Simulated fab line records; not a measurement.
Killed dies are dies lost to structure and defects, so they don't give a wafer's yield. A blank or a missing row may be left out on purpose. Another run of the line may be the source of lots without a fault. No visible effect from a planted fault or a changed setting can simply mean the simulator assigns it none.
Struck lot and sound lot, side by side	flow n5 finfet	16 out of 1938 route steps
Sound: wafers L964.2, L964.5, L964.6. Struck: wafer L972.1 (L972.5, L972.6, from the same lot, were not struck and are left out); the cause is given at the end.
At each step with rows: each side's tool, then ch and its chambers, then its first start. Under that, the readings that differ: sound wafers	struck wafers	difference of the means	sigmas: that difference in standard deviations of wafers without a fault.
alike: a reading whose means differ by less than 2 such deviations, as well as words and numbers matching on both sides. not compared: withheld readings; readings where some wafer has no value; bounds like >300 that might hide an equal value; numbers whose values overlap and for which the record gives no deviation.
A row with sigmas, a row that says differs or no value, or rows on one side alone: a step with any of these is where the two part. Numbers that don't overlap but have no deviation are shown without sigmas and don't part them. Lack of a reading on every wafer of one side parts them only where that side has two or more wafers.

first, 2 steps without rows for these wafers: N5_BEOL_M4_PEB_09 (peb time 60 s); N5_BEOL_M4_DEVELOP_10 (develop time 30 s).
N5_BEOL_M4_CD_MEAS_11: target cd 16.79 nm.
  sound on cd sem-01 ch 0, day 8 23:27; struck on cd sem-01 ch 0, day 11 15:43
  alike: cd nm
N5_BEOL_M4_OVL_MEAS_12:
  sound on overlay-02 ch 0, day 8 23:29; struck on overlay-02 ch 0, day 11 15:45
  alike: M4_OVL
N5_BEOL_M4_INSPECT_13: inspects for defects (brightfield).
  sound: defect inspect-02 at day 8 23:32; struck: defect inspect-02 at day 11 15:49
  alike: raw defect count
then, 1 step without rows for these wafers: N5_BEOL_M4_DESCUM_16 (chemistry O2, time 7 s).
N5_BEOL_M4_ETCH_74: etches underlayer in N2/H2, target depth 6.5 nm, time 5.2 s.
  sound on rie diel-04 ch 0,1,3, day 8 23:37; struck on rie diel-01 ch 0, day 11 15:53
reading	sound	struck	difference	sigmas
etch rf on time s (s)	5.26 5.31 5.15	5.59	+0.35	+2
  alike: bias w, drypump motor current A, oes product au, rf vpp V, showerhead plenum p Torr, throttle valve pct
  not compared: rf hours counter h
N5_BEOL_M4_ETCH_63: etches SiARC in CF4, target depth 15.6 nm, time 26 s.
  sound on rie diel-04 ch 0,1,3, day 8 23:37; struck on rie diel-01 ch 0, day 11 15:54
reading	sound	struck	difference	sigmas
rf vpp V (V)	183.1 183.1 183.0	186.7	+3.6	+3
  alike: bias w, drypump motor current A, etch rf on time s, oes product au, showerhead plenum p Torr, throttle valve pct
  not compared: rf hours counter h
N5_BEOL_M4_ETCH_64: etches SOC in N2/H2, target depth 75 nm, overetch 22.5 nm, time 121.9 s.
  sound on rie diel-04 ch 0,1,3, day 8 23:39; struck on rie diel-01 ch 0, day 11 15:55
  alike: bias w, drypump motor current A, oes product au, rf vpp V, showerhead plenum p Torr, throttle valve pct
  not compared: rf hours counter h
then, 2 steps without rows for these wafers: N5_BEOL_M4_STRIP_65 (strips in N2/H2); N5_BEOL_M4_STRIP_75 (strips in N2/H2).
N5_BEOL_M4_STRIP_66: strips in CF4.
  sound on rie diel-04 ch 0,1,3, day 8 23:47; struck on rie diel-01 ch 0, day 11 16:04
  alike: drypump motor current A, oes product au, rf vpp V, showerhead plenum p Torr, throttle valve pct
  not compared: rf hours counter h
N5_BEOL_M4_HM_OPEN_17: chemistry Cl2/BCl3, target TiN, target depth 20 nm, overetch 6 nm.
  sound on rie metal-03 ch 0, day 8 23:51; struck on rie metal-01 ch 1, day 11 16:06
reading	sound	struck	difference	sigmas
drypump motor current A (A)	6.7 6.7 6.7	5.4	-1.3	-2
rf hours counter h (h)	- - -	22	no value on the sound wafers	
model.SOC_of_BEOL_M4_COAT_61.thk nm (nm)	52.2 52 52.2	49.2	-2.9	
  alike: bias w, oes_ar_750_au, oes product au, throttle valve pct
N5_BEOL_M4_STRIP_19: strips in O2.
  sound on rie diel-04 ch 1,3, day 9 00:04; struck on rie diel-04 ch 3, day 11 16:14
  alike: drypump motor current A, oes product au, rf vpp V, showerhead plenum p Torr, throttle valve pct
  not compared: rf hours counter h
N5_BEOL_M4_RC_MEAS_101:
  sound on prober-02 ch 0, day 9 11:43; struck on prober-01 ch 0, day 12 18:26
reading	sound	struck	difference	sigmas
ION_N (uA/um)	663 668 688	699	+26	+2
SS_N (mV/dec)	72.4 72.3 72.6	71.0	-1.4	-2
  alike: DIBL_N, DIBL_P, IOFF_N, IOFF_P, ION_P, SS_P, VT_N, VT_P
-- here the record skips 4 days between the struck wafers' starts before and after, leaving off in module BEOL_M4 and picking up in module PASSIVATION (first step shown: number 1936 of the route) --
N5_PASSIVATION_PROBE_49:
  only the struck wafers here have rows in the record (prober-02, day 17 04:50); the sound ones have none

== WHERE THEY PART ==
Earliest at N5_BEOL_M4_ETCH_74; latest, in this record, at N5_PASSIVATION_PROBE_49.

WHY: whatever the simulator had introduced
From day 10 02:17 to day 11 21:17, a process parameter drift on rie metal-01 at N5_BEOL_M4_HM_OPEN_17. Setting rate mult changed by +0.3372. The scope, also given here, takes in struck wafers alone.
